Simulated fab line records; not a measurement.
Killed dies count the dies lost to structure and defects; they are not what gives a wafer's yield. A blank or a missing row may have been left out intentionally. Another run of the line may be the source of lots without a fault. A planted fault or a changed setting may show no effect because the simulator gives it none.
What tool caused it? | flow n5 finfet | 11 lots, 33 wafers sampled, at 1 step of a route of 1938

## WHAT EACH GAUGE READ, for each wafer
N5_BEOL_M4_CD_MEAS_35: target cd 18 nm, target cd y 22.4 nm.
lot  | measured     | on        | cd nm (nm)
L864 | day 8 03:47  | cd sem-01 | 18.5 18.2 18.2
L867 | day 8 14:20  | cd sem-01 | 18.6 17.8 17.9
L870 | day 10 09:20 | cd sem-03 | 18.2 17.8 18.0
L871 | day 10 17:06 | cd sem-01 | 18.1 18.3 18.0
L872 | day 10 20:00 | cd sem-01 | 18.2 18.2 19.3
L874 | day 11 01:47 | cd sem-03 | 18.7 18.2 17.8
L876 | day 11 11:04 | cd sem-03 | 18.4 18.2 18.9
L875 | day 11 11:11 | cd sem-01 | 18.2 18.3 18.3
L881 | day 13 00:04 | cd sem-02 | 18.2 17.9 17.5
L884 | day 13 17:01 | cd sem-01 | 19.2 18.8 18.1
L885 | day 13 23:16 | cd sem-01 | 17.9 18.3 18.5

## EACH LOT AND THE TOOL THAT RAN IT (in order: tool; ch and the chambers of the sampled wafers; start)
Before these readings, the record contains no process step.

## THE ANSWER, worked out from the rows above alone
Rule: usual is defined by the lots themselves. Put in order of their means at a reading, lots are off if they are a third of the lots or fewer, leave a main group of 4 or more, and stand apart from it by a gap of 3 or more times the standard deviation of the main group's means; of several such gaps the widest counts. A main group whose means are all the same, to the digits that the tables above print for the reading, isn't used. Also off: a lot with no number at a reading for which 4 or more lots have one. The other lots that the step has rows for count as sound.
No lot is off on any of the readings shown, so nothing can be concluded from this.

## WHAT THE SIMULATOR HAD PUT IN
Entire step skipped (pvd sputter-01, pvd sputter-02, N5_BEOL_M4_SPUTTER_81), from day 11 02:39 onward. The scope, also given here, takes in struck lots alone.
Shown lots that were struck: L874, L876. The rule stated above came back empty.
